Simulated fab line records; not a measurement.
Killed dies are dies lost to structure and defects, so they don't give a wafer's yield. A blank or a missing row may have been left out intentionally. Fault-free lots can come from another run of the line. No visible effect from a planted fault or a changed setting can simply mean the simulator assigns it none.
fab line records | flow nandHarc
record: lots: 12 wafers: 35 lastDay: 30
route steps=1302 shown A_CONTACT@986 THIN_TSV@1262 END@1302
lots that met no fault: from a run of the same line without faults
startH: start of the lot's first displayed wafer, in hours after the record's first day | waitH: hours elapsed since this lot's preceding step | " the same as in the row above | L1.1+2: a single row standing in for several wafers | - no value present, or no start provided | * or withheld: withheld | < > ~ a bound
route shown NAME@n: names a module that has steps shown in the file, with the first one's number in the route | usual: mean and standard deviation over wafers with no fault | same: alike in all rows | chamber/n: place in a boat | sites: readings site by site | _std_site: their standard deviation | _edge_site: the outer-site mean with the inner-site mean subtracted | radiusMm: for every site, how far away it sits from the centre of the wafer | mask NAME#n: copy n | behind: tool/chamber where the wafer was last shaped | hold: why the lot went on hold/how many hours it stayed there/how the hold came to an end | device: names the non-switching transistor (n, p or np) | end of line: the tests these same wafers got at the end of their route | a step with no rows: only its recipe | killed: dies that structure and defects cost at the first sort, which is not the same as the wafer's yield | map: shows each die of a wafer: x if killed, . if not, _ if none is there
set.NAME: the setting the step ran with; set.NAME@STEP: the setting that earlier step ran with | model.NAME: the simulator's own value behind a step, which no gauge read
route steps across a sampled set of lots; one table per step, one row per wafer
services: when a tool's chamber went out of use (startH, in hours from the record's first day, below 0 if earlier), for how many hours, and the reason
== steps ==
step: NHARC_A_CONTACT_DEP_29
recipe: targetThkA: 1000 targetThkNm: 100 tempC: 400 pressureTorr: 3.5 flowSccm: 200 rfW: 350 material: SiON
usual: heaterPowerW: 778/120
columns lot.wafer tool chamber startH waitH heaterPowerW
L965.1 pecvd-04 0 493.00 3.6 685
L965.5 " 1 " " 512
L965.6 " 0 " " 708
L968.2 pecvd-02 1 508.48 2.9 946
L968.1 " 2 " " 756
L968.6 " 2 " " 779
L967.1 pecvd-02 0 519.04 3.6 767
L967.3 " 1 " " 895
L967.5 " 1 " " 887
L971.1 pecvd-04 2 555.06 3.7 822
L971.5 " 0 " " 780
L971.4 " 1 " " 498
L973.3 pecvd-01 0 564.52 2.2 934
L973.1 " 1 " " 819
L973.6 " 0 " " 960
L972.3 pecvd-01 1 568.81 2.2 925
L972.4 " 0 " " 888
L972.5 " 1 " " 921
L976.3 pecvd-04 1 599.92 2.2 551
L976.5 " 2 " " 732
L976.6 " 1 " " 557
L977.2 pecvd-02 1 605.97 2.8 866
L977.4 " 1 " " 889
L977.5 " 2 " " 798
L978.2 pecvd-02 1 626.46 2.9 917
L978.5 " 2 " " 666
L978.6 " 0 " " 752
L979.5 pecvd-02 0 636.13 0.8 778
L979.4 " 1 " " 870
L979.6 " 2 " " 807
L981.2 pecvd-02 2 642.18 2.9 733
L981.4 " 2 " " 736
L981.5 " 1 " " 856
L980.6 pecvd-02 2 649.99 0.1 813
L980.4 " 0 " " 832
step: NHARC_THIN_TSV_ETCH_44
recipe: targetDepthA: 15942 timeS: 797.1 cf4FlowSccm: 150 o2FlowSccm: 10 arFlowSccm: 0 rfW: 300 biasW: 800 chemistry: CF4/O2
usual: drypumpMotorCurrentA: 5.8/0.54 oesProductAu: 1.001/0.0086 rfVppV: 796/3.3 showerheadPlenumPTorr: 1.86/0.052 throttleValvePct: 16.914/0.009
columns lot.wafer tool chamber startH waitH drypumpMotorCurrentA oesProductAu rfHoursCounterH rfVppV showerheadPlenumPTorr throttleValvePct
L965.1 rieDiel-01 0 552.75 0.2 5.5 1.013 12 793 1.82 16.916
L965.5 " 1 " " 6.5 1.003 - 794 1.85 16.914
L965.6 " 2 " " 5.9 0.993 - 793 1.82 16.910
L968.2 rieDiel-01 3 568.48 0.1 5.4 1.002 0 798 1.89 16.900
L968.1 " 1 " " 6.5 1.004 0 797 1.85 16.920
L968.6 " 2 " " 5.9 0.991 - 794 1.82 16.910
L967.1 rieDiel-01 3 573.49 0.1 5.4 1.003 1 798 1.89 16.904
L967.3 " 0 " " 5.5 1.019 1 793 1.82 16.914
L967.5 " 0 " " 5.5 1.025 - 792 1.81 16.923
L971.4 rieDiel-01 1 612.76 0.1 6.5 1.015 3 797 1.85 16.896
L971.1 " 3 " " 5.3 1.004 3 799 1.89 16.916
L971.5 " 1 " " 6.5 1.009 - 795 1.85 16.913
L972.4 rieDiel-01 3 622.19 0.2 5.4 0.984 4 799 1.89 16.904
L972.3 " 0 " " 5.5 1.009 4 792 1.81 16.897
L972.5 " 2 " " 5.9 0.983 - 794 1.82 16.936
L973.3 rieDiel-07 2 623.27 0.1 5.5 1.000 7 798 1.88 16.913
L973.1 " 3 " " 6.3 0.991 7 798 1.89 16.906
L973.6 " 2 " " 5.5 0.990 - 798 1.88 16.925
L976.3 rieDiel-07 3 658.04 0.2 6.3 1.003 0 798 1.89 16.916
L976.5 " 1 " " 6.4 1.004 - 791 1.74 16.893
L976.6 " 2 " " 5.5 1.004 - 797 1.88 16.921
L977.2 rieDiel-07 0 662.69 0.2 4.6 0.991 0 803 1.96 16.920
L977.4 " 1 " " 6.3 1.006 1 788 1.74 16.934
L977.5 " 2 " " 5.5 1.009 - 797 1.88 16.915
L978.2 rieDiel-01 2 683.05 0.2 5.9 0.994 8 794 1.82 16.917
L978.5 " 3 " " 5.4 1.014 - 796 1.89 16.918
L978.6 " 0 " " 5.6 1.006 - 793 1.81 16.924
L979.4 rieDiel-07 0 691.37 0.2 4.6 1.003 1 802 1.96 16.927
L981.2 rieDiel-01 1 700.56 0.1 6.5 1.009 9 796 1.85 16.915
L981.4 " 2 " " 5.9 0.994 9 794 1.82 16.920
L981.5 " 0 " " 5.5 1.010 - 795 1.81 16.921
L980.4 rieDiel-01 3 710.36 0.1 5.4 1.000 10 798 1.89 16.932
L980.6 " 3 " " 5.3 0.991 - 799 1.89 16.902
step: NHARC_THIN_TSV_DESCUM_35
recipe: timeS: 3 o2FlowSccm: 200 arFlowSccm: 0 biasPowerW: 0 chemistry: O2
usual: drypumpMotorCurrentA: 5.8/0.58 oesProductAu: 1.001/0.0072 rfVppV: 57.9/0.85 showerheadPlenumPTorr: 1.94/0.068 throttleValvePct: 11.312/0.0089
columns lot.wafer tool chamber startH waitH drypumpMotorCurrentA oesProductAu rfHoursCounterH rfVppV showerheadPlenumPTorr throttleValvePct
L965.1 rieDiel-02 0 558.55 - 5.6 0.998 6.8 59.6 2.02 11.313
L965.5 " 0 " " 5.7 1.009 - 56.9 2.02 11.325
L965.6 " 1 " " 5.5 0.991 - 57.9 1.84 11.301
L968.1 rieDiel-01 3 574.26 - 5.4 1.003 1.3 57.9 1.98 11.316
L968.2 " 0 " " 5.6 1.013 1.3 56.9 1.89 11.318
L968.6 " 2 " " 5.9 1.009 - 58.1 1.90 11.317
L967.3 rieDiel-07 2 579.38 - 5.5 0.991 5.3 58.6 1.97 11.324
L967.1 " 3 " " 6.4 0.989 5.2 57.4 1.98 11.329
L967.5 " 2 " " 5.5 0.987 - 57.6 1.97 11.324
L971.1 rieDiel-01 3 618.37 - 5.4 0.993 3.8 56.6 1.98 11.320
L971.4 " 1 " " 6.5 0.998 3.5 57.3 1.93 11.309
L971.5 " 3 " " 5.4 0.993 - 57.5 1.98 11.295
L972.3 rieDiel-07 0 627.76 - 4.6 1.008 8.0 59.1 2.05 11.322
L972.4 " 0 " " 4.6 1.005 - 58.1 2.05 11.301
L972.5 " 2 " " 5.5 0.991 - 59.8 1.97 11.311
L973.3 rieDiel-01 2 629.08 - 5.9 0.997 3.6 59.5 1.90 11.300
L973.1 " 3 " " 5.3 1.003 4.2 58.0 1.98 11.305
L973.6 " 2 " " 5.9 0.996 - 59.5 1.90 11.312
L976.3 rieDiel-07 2 663.71 - 5.5 0.998 1.2 57.4 1.96 11.323
L976.6 " 0 " " 4.6 1.008 - 57.5 2.05 11.319
L976.5 " 1 " " 6.4 0.997 - 57.8 1.81 11.316
L977.4 rieDiel-07 0 668.42 - 4.6 0.998 0.8 59.5 2.05 11.311
L977.2 " 1 " " 6.3 1.002 1.3 57.0 1.81 11.317
L977.5 " 0 " " 4.6 0.995 - 59.2 2.05 11.312
L978.2 rieDiel-07 3 688.73 - 6.3 1.007 1.9 58.6 1.98 11.320
L978.6 " 2 " " 5.5 1.007 - 57.1 1.96 11.306
L978.5 " 3 " " 6.4 1.011 - 58.3 1.98 11.288
L979.4 rieDiel-02 3 697.01 - 5.8 0.990 6.3 57.0 2.01 11.308
L981.4 rieDiel-07 2 706.30 - 5.5 1.004 3.0 58.0 1.96 11.313
L981.2 " 3 " " 6.3 1.014 2.9 57.6 1.98 11.319
L981.5 " 2 " " 5.5 1.006 - 59.2 1.96 11.308
L980.4 rieDiel-01 3 716.02 - 5.4 1.000 10.3 58.5 1.98 11.313
L980.6 " 1 " " 6.5 1.003 - 59.1 1.93 11.326
step: NHARC_THIN_TSV_ETCH_59
recipe: targetDepthA: 8800 icpW: 900 biasW: 100 Cl2_flow_sccm: 60 bcl3FlowSccm: 30 timeS: 138.1 chemistry: Cl2/BCl3
usual: bcl3FlowSccm: 30.00/0.08 drypumpMotorCurrentA: 5.9/0.49 oesProductAu: 0.999/0.0082 throttleValvePct: 22.265/0.0091
columns lot.wafer tool chamber startH waitH bcl3FlowSccm drypumpMotorCurrentA oesProductAu rfHoursCounterH throttleValvePct
L965.1 rieMetal-02 1 558.71 0.1 30.05 6.4 0.989 2.1 22.269
L965.6 " 0 " " 29.97 5.7 0.998 - 22.254
L965.5 " 1 " " 30.01 6.4 1.000 - 22.271
L968.1 rieMetal-01 1 574.36 0.1 30.02 4.8 0.998 2.7 22.257
L968.2 " 0 " " 30.03 5.9 0.995 2.0 22.260
L968.6 " 0 " " 29.98 5.9 0.999 - 22.254
L967.1 rieMetal-03 1 579.49 0.1 30.06 5.9 0.998 1.2 22.248
L967.3 " 0 " " 30.09 6.3 0.996 - 22.255
L967.5 " 0 " " 29.97 6.3 1.000 - 22.271
L971.1 rieMetal-03 0 618.49 0.1 29.81 6.2 0.994 1.8 22.274
L971.4 " 0 " " 29.96 6.2 0.991 - 22.253
L971.5 " 1 " " 30.13 5.9 0.992 - 22.280
L972.4 rieMetal-03 1 627.98 0.2 29.92 5.9 0.986 - 22.258
L972.3 " 0 " " 30.03 6.3 0.989 - 22.263
L972.5 " 0 " " 30.00 6.3 0.991 - 22.252
L973.1 rieMetal-01 1 629.23 0.1 29.96 4.8 0.992 1.1 22.277
L973.3 " 0 " " 30.13 5.9 0.999 - 22.265
L973.6 " 0 " " 30.10 5.9 1.012 - 22.265
L976.3 rieMetal-03 1 663.88 0.2 29.94 5.9 0.980 - 22.261
L976.6 " 1 " " 30.12 5.9 0.998 - 22.260
L976.5 " 0 " " 29.95 6.3 0.989 - 22.273
L977.2 rieMetal-01 1 668.53 0.1 30.04 4.8 0.997 1.6 22.279
L977.4 " 1 " " 29.99 4.8 1.006 - 22.251
L977.5 " 0 " " 29.91 5.9 1.017 - 22.275
L978.2 rieMetal-01 1 688.88 0.1 30.15 4.8 1.003 2.2 22.263
L978.6 " 0 " " 29.89 5.8 1.014 - 22.282
L978.5 " 1 " " 30.27 4.8 1.001 - 22.276
L979.4 rieMetal-02 0 697.19 0.2 30.03 5.7 1.009 - 22.266
L981.2 rieMetal-03 0 706.47 0.1 29.93 6.2 1.000 0.0 22.270
L981.4 " 0 " " 30.01 6.2 1.001 - 22.266
L981.5 " 0 " " 30.02 6.2 1.006 - 22.253
L980.4 rieMetal-02 1 716.23 0.2 29.92 6.5 0.998 - 22.267
L980.6 " 1 " " 29.88 6.4 0.996 - 22.271
step: NHARC_END_SORT_01
recipe: tempC: 25
usual: killedAtArray: 51/17 killedAtOther: 1.6/2.1 killedAtPeriphery: 4/3.2 killedDies: 57/18 killedOpen: 2.9/1.7 killedShort: 2.3/1.3
same: grossDies: 677
columns lot.wafer tool chamber startH waitH killedAtArray killedAtOther killedAtPeriphery killedDies killedOpen killedShort
L979.4 prober-01 0 708.39 3.4 21 1 5 27 2 5
L979.5 prober-01 0 709.20 3.7 406 0 4 410 2 2
L979.6 prober-01 0 710.00 4.0 396 2 8 406 2 3
L981.2 prober-02 0 716.06 2.8 62 5 0 67 3 1
L981.4 prober-02 0 717.69 3.4 69 3 1 73 2 1
L981.5 prober-02 0 718.50 3.8 360 1 0 361 1 3
L980.4 prober-01 0 727.29 3.4 52 1 1 54 2 2
L980.6 prober-01 0 728.91 4.0 375 0 1 376 3 1
killed by level:class
L979.4 A_SLIT:chamberFilmFlake=5 A_CHANNEL_HOLE_D1:chamberFilmFlake=4 P_GATE:chamberFilmFlake=3 A_CONTACT:chamberFilmFlake=3 A_CHANNEL_FILL_D2:geometricParticle:open=2 A_CHANNEL_FILL_D2:geometricParticle:short=2 P_M1:chamberFilmFlake=2 A_SOURCE_PLATE:geometricParticle:short=1
L979.5 A_CONTACT:areaDep=392 A_CHANNEL_HOLE_D1:chamberFilmFlake=4 A_CONTACT:chamberFilmFlake=4 A_SLIT:chamberFilmFlake=2 P_GATE:geometricParticle:open=1 A_CHANNEL_HOLE_D1:geometricParticle:open=1 A_CHANNEL_FILL_D1:geometricParticle:short=1 A_M1:geometricParticle:short=1
L979.6 A_CONTACT:areaDep=375 A_CHANNEL_HOLE_D1:chamberFilmFlake=9 P_GATE:chamberFilmFlake=3 A_CONTACT:chamberFilmFlake=3 P_ZERO_WELL:chamberFilmFlake=2 P_M1:chamberFilmFlake=2 A_SLIT:chamberFilmFlake=2 THIN_TSV:chamberFilmFlake=2
L981.2 A_CHANNEL_HOLE_D1:chamberFilmFlake=31 A_SLIT:chamberFilmFlake=24 THIN_TSV:chamberFilmFlake=4 A_ONON_D2:geometricParticle:short=1 A_SGD_CUT:geometricParticle:open=1 A_M0:geometricParticle:open=1 STARTING-WAFER:geometricParticle:open=1 A_CHANNEL_HOLE_D2:chamberFilmFlake=1
L981.4 A_CHANNEL_HOLE_D1:chamberFilmFlake=30 A_SLIT:chamberFilmFlake=30 THIN_TSV:chamberFilmFlake=3 A_CONTACT:chamberFilmFlake=2 P_GATE:geometricParticle:short=1 A_CHANNEL_FILL_D1:geometricParticle:open=1 A_ONON_D2:geometricParticle:open=1 A_CHANNEL_HOLE_D2:chamberFilmFlake=1
L981.5 A_CONTACT:areaDep=299 A_SLIT:chamberFilmFlake=28 A_CHANNEL_HOLE_D1:chamberFilmFlake=23 A_M1:chamberFilmFlake=2 A_CHANNEL_FILL_D1:geometricParticle:short=1 A_CHANNEL_FILL_D1:geometricParticle:open=1 A_CONTACT:chamberFilmFlake=1 A_ONON_D2:geometricParticle:short=1
L980.4 A_SLIT:chamberFilmFlake=21 A_CHANNEL_HOLE_D2:chamberFilmFlake=10 A_CHANNEL_HOLE_D1:chamberFilmFlake=8 A_STAIRCASE:chamberFilmFlake=4 A_M0:geometricParticle:open=2 A_CHANNEL_FILL_D1:chamberFilmFlake=2 A_CONTACT:chamberFilmFlake=2 A_ONON_D2:geometricParticle:short=1
L980.6 A_CONTACT:areaDep=322 A_SLIT:chamberFilmFlake=25 A_CONTACT:chamberFilmFlake=7 A_CHANNEL_HOLE_D1:chamberFilmFlake=5 A_CHANNEL_HOLE_D2:chamberFilmFlake=5 A_CHANNEL_FILL_D1:chamberFilmFlake=3 A_CHANNEL_FILL_D2:geometricParticle:open=2 A_STAIRCASE:chamberFilmFlake=2
== services ==
columns tool chamber startH hours kind
rieMetal-03 - 469.69 0.3 repair
rieDiel-07 - 471.20 9.0 pm
pecvd-01 - 492.26 13.0 pm
rieDiel-01 3 500.28 12.8 repair
pecvd-01 - 511.79 2.8 repair
rieMetal-03 - 519.00 9.0 pm
rieDiel-01 - 557.93 9.0 pm
pecvd-01 - 562.76 1.0 repair
pecvd-02 - 570.63 5.4 repair
rieMetal-01 - 575.10 9.0 pm
rieMetal-02 - 576.76 0.5 repair
rieMetal-03 - 588.10 0.7 repair
pecvd-02 - 589.08 13.0 pm
pecvd-01 - 591.97 1.1 repair
rieMetal-01 0 606.77 1.5 repair
rieDiel-07 3 627.36 4.3 repair
pecvd-04 - 631.45 13.0 pm
rieDiel-07 - 648.20 9.0 pm
rieDiel-07 0 658.35 4.0 repair
pecvd-02 2 671.73 7.2 repair
rieDiel-07 0 693.74 6.0 repair
rieMetal-03 - 696.00 9.0 pm
rieDiel-07 1 699.68 4.0 repair
pecvd-04 - 711.98 4.5 repair
== key ==
firstSign: step: NHARC_END_SORT_01 reading: killedAtArray direction: up sigmas: 19 usual: 51 struck: 384
effect: step: NHARC_END_SORT_01 reading: killedDies direction: up sigmas: 19 usual: 57 struck: 388
moreKillsBornAt: NHARC_A_CONTACT_DEP_29@pecvd-02: 1388
metAt NHARC_A_CONTACT_DEP_29
struckLots L979,L980,L981
struckWafers L979.5,L979.6,L980.6,L981.5
laterRowsLeftOut L979.5,L979.6
testerLeftOut L979,L980,L981
notActingAt NHARC_THIN_TSV_ETCH_44,NHARC_THIN_TSV_DESCUM_35,NHARC_THIN_TSV_ETCH_59
onsetBetween 626.46 636.13
fault: kind: processParameterDrift tool: pecvd-02 chamber: - onsetH: 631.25 steps: NHARC_A_CONTACT_DEP_29 channel: targetThkA offset: * shape: step endH: 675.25 scope: struckWafersOnly actsIn: * stated: *
testerLeftOut: of these lots the tester's yield and bins aren't shown, on N5 and GAA mostly nor the transistor test; their killed dies are dies lost to structure and defects alone, not to doping, threshold or leakage, so they don't give the yield
laterRowsLeftOut: the simulator's readings of these wafers behind a module that went badly wrong aren't trusted and aren't shown, but for the sort
